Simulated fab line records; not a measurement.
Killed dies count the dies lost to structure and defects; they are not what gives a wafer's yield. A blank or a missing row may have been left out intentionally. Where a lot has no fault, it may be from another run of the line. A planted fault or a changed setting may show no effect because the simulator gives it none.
fab line records -- flow n5Finfet
record lots=9, wafers=25, lastDay=17
route steps=1938 shown BEOL_M4@1021 PASSIVATION@1936
lots that met no fault: from a run of the same line without faults
startH: the number of hours between the record's first day and the start of the first shown wafer of the lot -- waitH: hours since the lot's step before -- " identical to the entry in the row above -- L1.1+2: a row that stands for several wafers -- - value missing, or start not given -- * or withheld: withheld -- < > ~ a bound
route shown NAME@n: a module of which the file shows steps, and the number in the route of the first -- usual: mean and standard deviation over wafers with no fault -- same: alike in all rows -- chamber/n: place in a boat -- sites: the reading at each site -- _std_site: standard deviation of those values -- _edge_site: mean of outer sites minus mean of inner sites -- radiusMm: how far each site lies from the wafer's centre -- mask NAME#n: copy n -- behind: tool/chamber where the wafer was last shaped -- hold: cause of the lot's hold/its duration in hours/its outcome -- device: the transistor (n, p or np) that didn't switch -- end of line: tests run on the same wafers once the route is complete -- for a step that has no rows: nothing shown but its recipe -- killed: not the wafer's yield, but the dies lost to structure and defects at the first sort -- map: per-die view of a wafer (x killed, . not killed, _ where there is no die)
set.NAME: setting as actually run; set.NAME@STEP: the setting as run at that earlier step -- model.NAME: the simulator's own value behind a step, which no gauge read
one table for each step of the route and one row for each wafer, over a sample of lots
services: from which hour (startH, from the record's first day; less than 0 if before it) a tool's chamber was out of use, for how many hours, and why
## steps
# step N5_BEOL_M4_ILD_DEP_00
# recipe material=SiOC, targetThkA=790, tempC=350, precursor=DEMS/O2, pressureTorr=5, rfW=500, timeS=15.3
# usual heaterPowerW=493/57, rfFwdPowerW=493.1/2.2, showerheadPlenumPTorr=5.689/0.017, susceptorTempC=350.02/0.2, throttleValvePct=12.0/0.6
lot.wafer,tool,chamber,startH,waitH,heaterPowerW,rfFwdPowerW,showerheadPlenumPTorr,susceptorTempC,throttleValvePct
L893.2,pecvd-04,0,192.66,0.0,445,493.8,5.674,350.30,11.9
L893.4,pecvd-04,1,192.66,0.0,497,495.0,5.718,350.11,12.2
L893.5,pecvd-04,0,192.66,0.0,461,492.9,5.684,350.32,12.0
L894.1,pecvd-04,2,198.33,0.0,620,492.0,5.695,349.79,11.6
L894.3,pecvd-04,0,198.33,0.0,444,490.0,5.682,350.07,11.9
L896.2,pecvd-03,2,207.26,0.0,518,495.0,5.690,349.99,11.1
L896.5,pecvd-03,0,207.26,0.0,512,495.3,5.679,349.87,12.6
L896.6,pecvd-03,2,207.26,0.0,531,494.1,5.694,349.63,11.3
L895.1,pecvd-03,1,211.33,0.0,454,492.3,5.710,349.78,12.4
L895.6,pecvd-03,1,211.33,0.0,467,493.5,5.715,350.03,12.9
L904.2,pecvd-02,0,258.10,0.0,474,487.2,5.697,350.14,11.5
L904.4,pecvd-02,2,258.10,0.0,415,493.4,5.662,350.22,11.6
L904.5,pecvd-02,0,258.10,0.0,467,488.9,5.708,349.93,11.7
L905.1,pecvd-02,0,278.02,0.0,499,490.2,5.698,350.33,11.5
L905.4,pecvd-02,0,278.02,0.0,484,491.4,5.696,349.96,11.6
L905.6,pecvd-02,1,278.02,0.0,543,492.2,5.664,350.07,13.0
L908.2,pecvd-03,0,286.02,0.0,471,495.6,5.690,349.82,12.7
L908.3,pecvd-03,2,286.02,0.0,555,493.5,5.688,349.86,11.4
L908.5,pecvd-03,2,286.02,0.0,549,493.8,5.705,349.83,11.4
L906.1,pecvd-03,1,288.44,0.0,457,493.7,5.712,350.00,12.6
L906.3,pecvd-03,0,288.44,0.0,481,495.8,5.684,350.11,12.5
L906.5,pecvd-03,1,288.44,0.0,453,494.4,5.726,349.73,12.5
L907.1,pecvd-02,0,289.13,0.0,502,491.3,5.696,349.70,11.8
L907.2,pecvd-02,1,289.13,0.0,600,493.0,5.664,349.88,12.9
L907.5,pecvd-02,1,289.13,0.0,608,492.9,5.667,350.12,13.0
# step N5_BEOL_M4_ETCH_63
# recipe chemistry=CF4, target=SiARC, targetDepthA=156, maskMaterial=CAR-EUV, timeS=26, ionEnergyEv=80, pressureMtorr=40, sourceW=545, biasW=36, Ar_flow_sccm=100, cf4FlowSccm=100, ends=cleared
# usual drypumpMotorCurrentA=5.6/0.68, etchRfOnTimeS=26.0/0.58, oesProductAu=0.70/0.065, rfFwdPowerW=532.5/2.7, rfVppV=183.5/1.1, showerheadPlenumPTorr=2.11/0.064, throttleValvePct=15.63/0.2
lot.wafer,tool,chamber,startH,waitH,drypumpMotorCurrentA,etchRfOnTimeS,oesProductAu,rfFwdPowerW,rfHoursCounterH,rfVppV,showerheadPlenumPTorr,throttleValvePct
L893.2,rieDiel-06,0,194.46,0.0,5.2,26.3,0.71,536.9,67,182.6,2.10,15.63
L893.4,rieDiel-06,1,194.46,0.0,4.9,25.5,0.70,533.1,99,182.1,2.07,15.62
L893.5,rieDiel-06,2,194.46,0.0,5.4,26.5,0.60,530.5,-,181.7,2.04,15.89
L894.1,rieDiel-06,3,199.94,0.0,6.7,26.4,0.80,531.3,19,182.8,2.10,15.50
L894.3,rieDiel-06,1,199.94,0.0,4.8,19.4,0.83,532.0,101,183.3,2.07,15.63
L896.2,rieDiel-06,1,208.50,0.0,4.8,25.7,0.69,532.3,104,182.8,2.07,15.63
L896.5,rieDiel-06,0,208.50,0.0,5.2,26.3,0.70,537.1,-,182.4,2.10,15.63
L896.6,rieDiel-06,3,208.50,0.0,6.7,20.1,0.92,531.8,-,185.5,2.10,15.53
L895.1,rieDiel-06,2,212.82,0.0,5.4,27.0,0.60,532.5,236,181.7,2.03,15.89
L895.6,rieDiel-06,3,212.82,0.0,6.7,20.4,0.92,531.2,-,181.5,2.09,15.53
L904.2,rieDiel-04,0,260.20,0.0,5.5,26.6,0.61,535.0,165,182.7,2.05,15.69
L904.4,rieDiel-04,3,260.20,0.0,5.6,25.8,0.70,536.4,-,183.7,2.09,15.85
L904.5,rieDiel-04,0,260.20,0.0,5.5,26.5,0.61,533.2,-,182.4,2.05,15.69
L905.1,rieDiel-03,3,279.34,0.0,6.5,25.6,0.72,532.9,59,184.5,2.26,15.37
L905.4,rieDiel-03,2,279.34,0.0,4.8,25.9,0.71,531.3,69,183.1,2.08,15.24
L905.6,rieDiel-03,0,279.34,0.0,5.0,26.5,0.70,530.8,-,183.7,2.17,15.77
L908.2,rieDiel-06,1,287.43,0.0,4.8,26.2,0.67,533.9,130,182.9,2.06,15.68
L908.3,rieDiel-06,0,287.43,0.0,5.2,26.4,0.68,536.6,100,184.6,2.09,15.70
L908.5,rieDiel-06,3,287.43,0.0,6.7,26.7,0.75,533.5,-,184.9,2.09,15.57
L906.1,rieDiel-06,3,291.21,0.0,6.7,26.8,0.74,529.0,51,183.5,2.09,15.58
L906.3,rieDiel-06,1,291.21,0.0,4.9,26.1,0.67,531.2,132,184.9,2.06,15.67
L906.5,rieDiel-06,3,291.21,0.0,6.6,26.6,0.74,529.9,-,182.7,2.09,15.61
L907.1,rieDiel-06,1,291.44,0.0,4.8,26.5,0.66,531.2,132,182.3,2.06,15.69
L907.2,rieDiel-06,3,291.44,0.0,6.7,27.0,0.74,532.7,51,184.1,2.09,15.58
L907.5,rieDiel-06,1,291.44,0.0,4.8,26.5,0.66,530.9,-,183.3,2.06,15.69
# step N5_BEOL_M4_STRIP_66
# recipe chemistry=CF4, resist=SiARC, powerW=300, biasPowerW=75, pressureMtorr=50, cf4FlowSccm=150, rfFrequencyHz=6e+07
# usual drypumpMotorCurrentA=5.6/0.68, oesProductAu=0.81/0.073, rfFwdPowerW=292.5/0.88, rfVppV=270.5/1.6, showerheadPlenumPTorr=1.77/0.049, throttleValvePct=13.59/0.2
lot.wafer,tool,chamber,startH,waitH,drypumpMotorCurrentA,oesProductAu,rfFwdPowerW,rfHoursCounterH,rfVppV,showerheadPlenumPTorr,throttleValvePct
L893.2,rieDiel-06,0,194.62,0.0,5.1,0.82,292.5,67,271.0,1.76,13.56
L893.4,rieDiel-06,1,194.62,0.0,4.8,0.81,291.8,99,271.4,1.74,13.58
L893.5,rieDiel-06,2,194.62,0.0,5.3,0.71,291.9,-,268.4,1.71,13.87
L894.1,rieDiel-06,3,200.10,0.0,6.7,0.93,293.6,19,271.4,1.76,13.46
L894.3,rieDiel-06,1,200.10,0.0,4.9,0.80,293.2,101,269.1,1.74,13.61
L896.2,rieDiel-06,1,208.66,0.0,4.8,0.79,292.1,104,269.2,1.74,13.61
L896.5,rieDiel-06,0,208.66,0.0,5.2,0.82,292.4,-,271.2,1.76,13.57
L896.6,rieDiel-06,3,208.66,0.0,6.7,0.92,291.5,-,271.6,1.76,13.48
L895.1,rieDiel-06,2,212.98,0.0,5.4,0.71,292.4,236,268.2,1.70,13.89
L895.6,rieDiel-06,3,212.98,0.0,6.7,0.91,292.0,-,270.5,1.76,13.48
L904.2,rieDiel-04,0,260.36,0.0,5.5,0.73,292.9,165,267.3,1.73,13.69
L904.4,rieDiel-04,3,260.36,0.0,5.7,0.80,293.7,-,270.1,1.75,13.78
L904.5,rieDiel-04,0,260.36,0.0,5.5,0.72,293.0,-,269.4,1.73,13.67
L905.1,rieDiel-03,3,279.50,0.0,6.5,0.83,294.3,59,276.2,1.88,13.29
L905.4,rieDiel-03,2,279.50,0.0,4.8,0.83,292.6,69,271.1,1.76,13.27
L905.6,rieDiel-03,0,279.50,0.0,5.0,0.81,293.3,-,271.7,1.82,13.70
L908.2,rieDiel-06,1,287.59,0.0,4.8,0.77,291.7,130,269.6,1.73,13.67
L908.3,rieDiel-06,0,287.59,0.0,5.2,0.79,292.0,100,270.9,1.75,13.61
L908.5,rieDiel-06,3,287.59,0.0,6.7,0.87,291.5,-,270.8,1.75,13.53
L906.1,rieDiel-06,3,291.37,0.0,6.7,0.87,293.5,51,272.0,1.75,13.54
L906.3,rieDiel-06,1,291.37,0.0,4.8,0.76,293.0,132,268.9,1.73,13.64
L906.5,rieDiel-06,3,291.37,0.0,6.7,0.87,291.9,-,270.0,1.75,13.56
L907.1,rieDiel-06,1,291.60,0.0,4.8,0.77,292.4,132,270.4,1.73,13.64
L907.2,rieDiel-06,3,291.60,0.0,6.7,0.87,292.4,51,270.6,1.75,13.55
L907.5,rieDiel-06,1,291.60,0.0,4.8,0.78,292.6,-,271.1,1.73,13.67
# step N5_BEOL_M4_STRIP_19
# recipe chemistry=O2, powerW=400, tempC=40, pressureMtorr=30, rfFrequencyHz=6e+07, biasPowerW=0, overashFraction=0.2, o2FlowSccm=225
# usual drypumpMotorCurrentA=5.7/0.67, oesProductAu=0.83/0.083, rfVppV=3.6/0.46, showerheadPlenumPTorr=2.07/0.077, throttleValvePct=16.66/0.22
lot.wafer,tool,chamber,startH,waitH,drypumpMotorCurrentA,oesProductAu,rfHoursCounterH,rfVppV,showerheadPlenumPTorr,throttleValvePct
L893.2,rieDiel-03,1,194.78,0.1,6.5,0.69,234,3.1,1.97,16.92
L893.4,rieDiel-03,3,194.78,0.1,6.5,0.91,27,3.5,2.22,16.35
L893.5,rieDiel-03,0,194.78,0.1,5.0,0.88,-,3.3,2.15,16.85
L894.1,rieDiel-04,3,200.27,0.1,5.6,0.85,72,4.1,2.06,16.94
L894.3,rieDiel-04,0,200.27,0.1,5.5,0.74,146,2.9,2.00,16.64
L896.2,rieDiel-04,0,208.82,0.1,5.5,0.75,149,3.0,2.00,16.65
L896.5,rieDiel-04,2,208.82,0.1,5.9,0.68,-,3.7,2.05,16.85
L896.6,rieDiel-04,3,208.82,0.1,5.6,0.85,-,3.8,2.06,16.91
L895.1,rieDiel-03,2,213.43,0.4,4.8,0.88,44,3.7,2.06,16.36
L895.6,rieDiel-03,0,213.43,0.4,5.0,0.86,-,4.3,2.15,16.86
L904.2,rieDiel-03,0,260.52,0.1,5.0,0.84,70,3.1,2.14,16.90
L904.4,rieDiel-03,2,260.52,0.1,4.8,0.87,-,3.6,2.06,16.38
L904.5,rieDiel-03,0,260.52,0.1,5.0,0.85,-,3.6,2.14,16.90
L905.1,rieDiel-03,1,279.65,0.1,6.6,0.96,3,4.8,2.23,16.48
L905.4,rieDiel-03,0,279.65,0.1,5.0,0.84,77,3.4,2.14,16.88
L905.6,rieDiel-03,1,279.65,0.1,6.6,0.97,-,3.0,2.23,16.49
L908.2,rieDiel-03,3,287.75,0.1,6.5,0.85,63,3.7,2.21,16.41
L908.3,rieDiel-03,2,287.75,0.1,4.8,0.85,72,3.7,2.05,16.42
L908.5,rieDiel-03,1,287.75,0.1,6.6,0.96,-,3.6,2.23,16.50
L906.1,rieDiel-04,3,291.54,0.1,5.6,0.81,108,4.0,2.05,17.00
L906.3,rieDiel-04,0,291.54,0.1,5.5,0.72,178,3.7,1.99,16.71
L906.5,rieDiel-04,2,291.54,0.1,5.8,0.94,-,3.9,2.04,16.39
L907.1,rieDiel-06,0,291.78,0.1,5.2,0.80,102,3.5,2.02,16.63
L907.2,rieDiel-06,3,291.78,0.1,6.7,0.88,51,3.0,2.06,16.76
L907.5,rieDiel-06,3,291.78,0.1,6.7,0.88,-,3.9,2.06,16.79
# step N5_BEOL_M4_RC_MEAS_101
# usual DIBL_N=36.0/1.6, DIBL_P=36.1/2, IOFF_N=0.160/0.029, IOFF_P=0.21/0.039, ION_N=675/13, ION_P=464/8.8, SS_N=71.5/0.58, SS_P=73.3/0.65, VT_N=250/3.3, VT_P=-249/3.6
lot.wafer,tool,chamber,startH,waitH,DIBL_N[mV/V],DIBL_P[mV/V],IOFF_N[nA/um],IOFF_P[nA/um],ION_N[uA/um],ION_P[uA/um],SS_N[mV/dec],SS_P[mV/dec],VT_N[mV],VT_P[mV]
L893.2,prober-01,0,204.50,0.2,36.7,38.2,0.177,0.22,677,454,70.9,74.5,250,-250
L893.4,prober-01,0,204.50,0.2,35.7,37.7,0.172,0.22,671,461,71.7,73.8,249,-252
L893.5,prober-01,0,204.50,0.2,34.9,35.4,0.150,0.18,657,447,71.5,73.5,252,-254
L894.1,prober-02,0,209.07,0.0,38.5,37.3,0.190,0.25,671,466,72.3,74.0,248,-244
L894.3,prober-02,0,209.07,0.0,36.1,35.6,0.140,0.23,665,467,71.3,73.6,250,-242
L895.1,prober-01,0,219.96,0.0,37.1,36.8,0.180,0.20,669,454,71.5,73.3,251,-251
L895.6,prober-01,0,219.96,0.0,34.3,34.8,0.132,0.18,672,462,71.1,73.6,251,-252
L896.2,prober-02,0,220.17,0.2,35.8,35.5,0.150,0.20,677,467,71.9,73.4,249,-253
L896.5,prober-02,0,220.17,0.2,37.9,37.8,0.186,0.24,688,472,72.2,73.6,245,-248
L896.6,prober-02,0,220.17,0.2,38.2,37.7,0.192,0.24,688,466,71.8,73.8,245,-248
L904.2,prober-01,0,268.24,0.2,37.1,38.1,0.203,0.22,685,463,71.5,73.6,245,-248
L904.4,prober-01,0,268.24,0.2,35.7,36.5,0.154,0.20,661,463,71.4,73.8,248,-248
L904.5,prober-01,0,268.24,0.2,34.8,35.1,0.144,0.18,670,455,70.7,72.9,250,-253
L905.1,prober-02,0,286.33,0.0,37.0,37.9,0.177,0.24,694,478,72.3,73.2,245,-245
L905.4,prober-02,0,286.33,0.0,38.7,39.9,0.218,0.30,711,482,72.2,74.3,244,-244
L905.6,prober-02,0,286.33,0.0,38.2,40.1,0.195,0.29,689,480,72.1,73.8,244,-244
L908.2,prober-02,0,294.61,0.2,31.8,33.0,0.115,0.18,667,461,70.8,72.4,256,-250
L908.3,prober-02,0,294.61,0.2,32.8,34.9,0.123,0.21,663,468,71.1,73.2,254,-246
L908.5,prober-02,0,294.61,0.2,35.6,37.3,0.171,0.24,681,471,71.3,73.8,249,-247
L906.1,prober-01,0,297.94,0.0,34.8,34.0,0.146,0.17,687,463,70.9,72.3,247,-252
L906.3,prober-01,0,297.94,0.0,36.2,35.5,0.154,0.20,681,469,71.5,73.7,248,-250
L906.5,prober-01,0,297.94,0.0,36.8,35.9,0.174,0.21,699,468,71.2,73.0,247,-250
L907.1,prober-02,0,301.11,0.0,35.4,35.1,0.146,0.20,695,478,71.2,72.2,249,-251
L907.2,prober-02,0,301.11,0.0,36.8,36.5,0.159,0.22,675,466,71.7,73.2,251,-248
L907.5,prober-02,0,301.11,0.0,38.6,39.2,0.210,0.27,706,479,72.0,74.0,247,-247
# step N5_PASSIVATION_PROBE_49
# usual defectLimitedYield=91.0/1.3, killed_at_M0_to_M3=36/9.5, killed_at_M4_up=14/5.6, killedAtContacts=12/6.4, killedAtFrontEnd=40/10, killedAtOther=3.2/3, killedDies=107/15, killedOpen=69/12, killedShort=35/7.7, sort_bin_5_function=5.3/0.91, sort_bin_6_memory=3.3/0.65, sortNPass=1073/15, sortYieldPct=91.0/1.3
# same grossDies=1180, killedAtBackSide=0, sort_bin_4_leakage[%]=0, sort_bin_8_speed[%]=0
lot.wafer,tool,chamber,startH,waitH,defectLimitedYield[%],killed_at_M0_to_M3,killed_at_M4_up,killedAtContacts,killedAtFrontEnd,killedAtOther,killedDies,killedOpen,killedShort,sort_bin_5_function[%],sort_bin_6_memory[%],sortNPass,sortYieldPct[%]
L895.1,prober-02,-,335.75,0.0,92.5,29,15,2,39,3,88,64,23,4.2,2.8,1092,92.5
L895.6,prober-02,-,336.00,0.3,91.4,43,8,4,46,0,101,67,33,5.3,3.1,1079,91.4
L904.2,prober-02,-,381.78,0.1,90.3,33,20,5,54,2,114,75,36,6.1,3.1,1066,90.3
L904.4,prober-02,-,381.88,0.2,90.2,36,22,26,31,1,116,77,35,6.1,3.3,1064,90.2
L904.5,prober-02,-,381.93,0.2,90.6,40,6,13,50,2,111,73,27,6.1,2.5,1069,90.6
L905.1,prober-01,-,391.61,0.0,91.8,38,6,10,42,1,97,58,38,4.3,3.6,1083,91.8
L905.4,prober-01,-,391.76,0.2,92.5,30,9,13,36,0,88,58,30,4.8,2.3,1092,92.5
L905.6,prober-01,-,391.86,0.3,90.8,46,14,9,39,0,108,76,31,6.4,2.5,1072,90.8
L908.2,prober-01,-,403.38,0.1,91.4,31,24,6,39,2,102,77,24,4.6,3.9,1078,91.4
L908.3,prober-01,-,403.43,0.1,92.2,36,10,12,25,9,92,63,25,4.5,3.1,1088,92.2
L908.5,prober-01,-,403.53,0.2,90.4,40,15,27,29,2,113,78,33,5.9,3.2,1067,90.4
L906.1,prober-02,-,404.61,0.0,90.3,38,13,7,53,3,114,63,49,5.4,3.6,1066,90.3
L906.3,prober-02,-,404.71,0.1,88.8,57,10,6,58,1,132,84,47,7.0,3.6,1048,88.8
L906.5,prober-02,-,404.81,0.2,91.7,34,14,6,43,1,98,60,35,5.0,3.1,1082,91.7
L907.1,prober-01,-,405.30,0.0,92.1,25,11,18,33,6,93,59,32,4.8,2.9,1087,92.1
L907.2,prober-01,-,405.35,0.1,91.6,36,13,5,41,4,99,60,37,4.5,3.6,1081,91.6
L907.5,prober-01,-,405.50,0.2,91.3,37,19,7,33,7,103,63,38,5.3,3.0,1077,91.3
# killed by level:class
L895.1 BEOL_M0_SAQP:geometricParticle:open=10 FIN_SAQP:geometricParticle:open=9 FIN_SAQP:geometricParticle:short=8 STI_FIN_REVEAL:geometricParticle:open=8 BEOL_M3:geometricParticle:open=8 GATE_CUT:geometricParticle:open=7 BEOL_M4:geometricParticle:open=7 BEOL_M1:geometricParticle:open=3
L895.6 BEOL_M3:geometricParticle:open=13 BEOL_M0_SAQP:geometricParticle:short=10 BEOL_M1:geometricParticle:open=10 FIN_SAQP:geometricParticle:open=8 GATE_CUT:geometricParticle:short=7 GATE_CUT:geometricParticle:open=7 BEOL_M0_SAQP:geometricParticle:open=6 FIN_SAQP:geometricParticle:short=5
L904.2 BEOL_M1:geometricParticle:open=12 BEOL_M4:geometricParticle:open=12 STI_FIN_REVEAL:geometricParticle:open=11 FIN_SAQP:geometricParticle:short=9 BEOL_M2:geometricParticle:open=7 STARTING-WAFER:geometricParticle:open=7 FIN_SAQP:geometricParticle:open=6 DUMMY_GATE:geometricParticle:open=5
L904.4 MOL_CONTACT_COAG:geometricParticle:open=19 BEOL_M4:geometricParticle:open=13 BEOL_M3:geometricParticle:open=12 FIN_SAQP:geometricParticle:open=8 MOL_CONTACT_COAG:geometricParticle:short=7 STI_FIN_REVEAL:geometricParticle:open=5 BEOL_M0_SAQP:geometricParticle:short=5 BEOL_M3:geometricParticle:short=4
L904.5 STI_FIN_REVEAL:geometricParticle:open=11 BEOL_M1:geometricParticle:open=11 DUMMY_GATE:geometricParticle:open=7 MOL_CONTACT_COAG:geometricParticle:open=7 BEOL_M3:geometricParticle:open=7 HKMG_FIN:areaEtch=7 BEOL_M2:geometricParticle:open=6 FIN_SAQP:geometricParticle:short=5
L905.1 BEOL_M0_SAQP:geometricParticle:short=12 FIN_SAQP:geometricParticle:short=10 BEOL_M0_SAQP:geometricParticle:open=10 STI_FIN_REVEAL:geometricParticle:open=9 MOL_CONTACT_COAG:geometricParticle:open=7 FIN_SAQP:geometricParticle:open=6 BEOL_M2:geometricParticle:open=5 BEOL_M3:geometricParticle:open=4
L905.4 MOL_CONTACT_COAG:geometricParticle:open=13 STI_FIN_REVEAL:geometricParticle:open=8 BEOL_M0_SAQP:geometricParticle:open=6 BEOL_M2:geometricParticle:open=6 FIN_SAQP:geometricParticle:open=5 FIN_SAQP:geometricParticle:short=5 BEOL_M4:geometricParticle:open=5 BEOL_M0_SAQP:geometricParticle:short=5
L905.6 BEOL_M0_SAQP:geometricParticle:open=17 BEOL_M0_SAQP:geometricParticle:short=11 MOL_CONTACT_COAG:geometricParticle:open=8 FIN_SAQP:geometricParticle:short=7 BEOL_M4:geometricParticle:open=7 FIN_SAQP:geometricParticle:open=6 STI_FIN_REVEAL:geometricParticle:open=6 BEOL_M2:geometricParticle:open=6
L908.2 BEOL_M2:geometricParticle:open=14 BEOL_M4:geometricParticle:open=14 DUMMY_GATE:geometricParticle:open=11 FIN_SAQP:geometricParticle:open=6 MOL_CONTACT_COAG:geometricParticle:open=5 BEOL_M3:geometricParticle:open=5 FIN_SAQP:geometricParticle:short=4 STARTING-WAFER:geometricParticle:short=4
L908.3 BEOL_M3:geometricParticle:open=14 MOL_CONTACT_COAG:geometricParticle:open=9 BEOL_M0:geometricParticle:open=5 STI_FIN_REVEAL:geometricParticle:open=4 DUMMY_GATE:geometricParticle:open=4 BEOL_M0_SAQP:geometricParticle:open=4 BEOL_M0_SAQP:geometricParticle:short=4 BEOL_M2:geometricParticle:open=4
L908.5 MOL_CONTACT_COAG:geometricParticle:open=21 BEOL_M0_SAQP:geometricParticle:open=7 BEOL_M1:geometricParticle:open=7 BEOL_M2:geometricParticle:short=7 BEOL_M4:geometricParticle:open=7 STI_FIN_REVEAL:geometricParticle:open=6 MOL_CONTACT_COAG:geometricParticle:short=6 BEOL_M3:geometricParticle:open=6
L906.1 FIN_SAQP:geometricParticle:short=26 FIN_SAQP:geometricParticle:open=17 BEOL_M0_SAQP:geometricParticle:open=14 BEOL_M0_SAQP:geometricParticle:short=10 MOL_CONTACT_COAG:geometricParticle:open=5 BEOL_M1:geometricParticle:open=5 BEOL_M2:geometricParticle:open=5 BEOL_M4:geometricParticle:open=5
L906.3 FIN_SAQP:geometricParticle:open=23 FIN_SAQP:geometricParticle:short=21 BEOL_M0_SAQP:geometricParticle:open=14 BEOL_M0_SAQP:geometricParticle:short=13 BEOL_M1:geometricParticle:open=9 BEOL_M3:geometricParticle:open=7 MOL_CONTACT_COAG:geometricParticle:open=6 DUMMY_GATE:geometricParticle:open=6
L906.5 FIN_SAQP:geometricParticle:short=15 FIN_SAQP:geometricParticle:open=10 BEOL_M1:geometricParticle:open=8 BEOL_M0_SAQP:geometricParticle:open=7 STI_FIN_REVEAL:geometricParticle:open=6 BEOL_M0_SAQP:geometricParticle:short=5 BEOL_M2:geometricParticle:open=5 BEOL_M4:geometricParticle:open=5
L907.1 MOL_CONTACT_COAG:geometricParticle:open=15 GATE_CUT:geometricParticle:short=10 BEOL_M0_SAQP:geometricParticle:open=10 GATE_CUT:geometricParticle:open=7 BEOL_M0_SAQP:geometricParticle:short=5 BEOL_M4:geometricParticle:open=4 STI_FIN_REVEAL:geometricParticle:open=3 SPACER0:geometricParticle:open=3
L907.2 FIN_SAQP:geometricParticle:open=13 BEOL_M0_SAQP:geometricParticle:open=10 BEOL_M0_SAQP:geometricParticle:short=9 GATE_CUT:geometricParticle:short=5 MOL_CONTACT_COAG:geometricParticle:open=5 BEOL_M4:geometricParticle:open=5 SPACER0:geometricParticle:open=4 BEOL_M1:geometricParticle:short=4
L907.5 DUMMY_GATE:geometricParticle:open=9 BEOL_M4:geometricParticle:open=9 BEOL_M0_SAQP:geometricParticle:short=8 BEOL_M2:geometricParticle:open=6 FIN_SAQP:geometricParticle:open=5 BEOL_M1:geometricParticle:open=5 BEOL_M3:geometricParticle:open=5 STARTING-WAFER:geometricParticle:open=5
## services
tool,chamber,startH,hours,kind
pecvd-03,1,181.93,7.5,repair
pecvd-04,2,202.40,-,clean
pecvd-04,2,202.40,-,consumableReplace:showerhead
pecvd-04,2,202.40,29.0,scheduledDown
pecvd-03,0,215.13,5.5,scheduledDown
pecvd-02,-,226.68,1.2,repair
pecvd-04,-,229.27,2.6,repair
rieDiel-04,2,239.29,-,clean
rieDiel-04,2,239.29,-,consumableReplace:focusRing
rieDiel-04,2,239.29,25.0,scheduledDown
rieDiel-04,2,239.29,25.0,ventCycle
rieDiel-03,1,241.09,-,clean
rieDiel-03,1,241.09,-,consumableReplace:focusRing
rieDiel-03,1,241.09,-,consumableReplace:showerhead
rieDiel-03,1,241.09,30.5,scheduledDown
rieDiel-03,1,241.09,30.5,ventCycle
rieDiel-06,2,243.08,8.3,repair
pecvd-04,1,255.80,14.1,repair
rieDiel-06,2,268.31,-,clean
rieDiel-06,2,268.31,-,consumableReplace:focusRing
rieDiel-06,2,268.31,-,consumableReplace:showerhead
rieDiel-06,2,268.31,28.1,scheduledDown
rieDiel-06,2,268.31,28.1,ventCycle
rieDiel-04,3,281.53,2.6,repair
## key
firstSign step=N5_BEOL_M4_ETCH_63, reading=etchRfOnTimeS, direction=down, sigmas=11, usual=*, struck=*
effect step=N5_BEOL_M4_ETCH_63, reading=oesProductAu, direction=up, sigmas=2.9, usual=0.70, struck=0.89, wafersMoved=2
metAt N5_BEOL_M4_ETCH_63
struckLots L894,L895,L896
struckWafers L894.3,L895.6,L896.6
notActingAt N5_BEOL_M4_ILD_DEP_00,N5_BEOL_M4_STRIP_66,N5_BEOL_M4_STRIP_19
onsetBetween 194.46 199.94
fault kind=processParameterDrift, tool=rieDiel-06, chamber=-, onsetH=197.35, steps=N5_BEOL_M4_ETCH_63, channel=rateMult, offset=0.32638, shape=step, endH=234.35, scope=struckWafersOnly
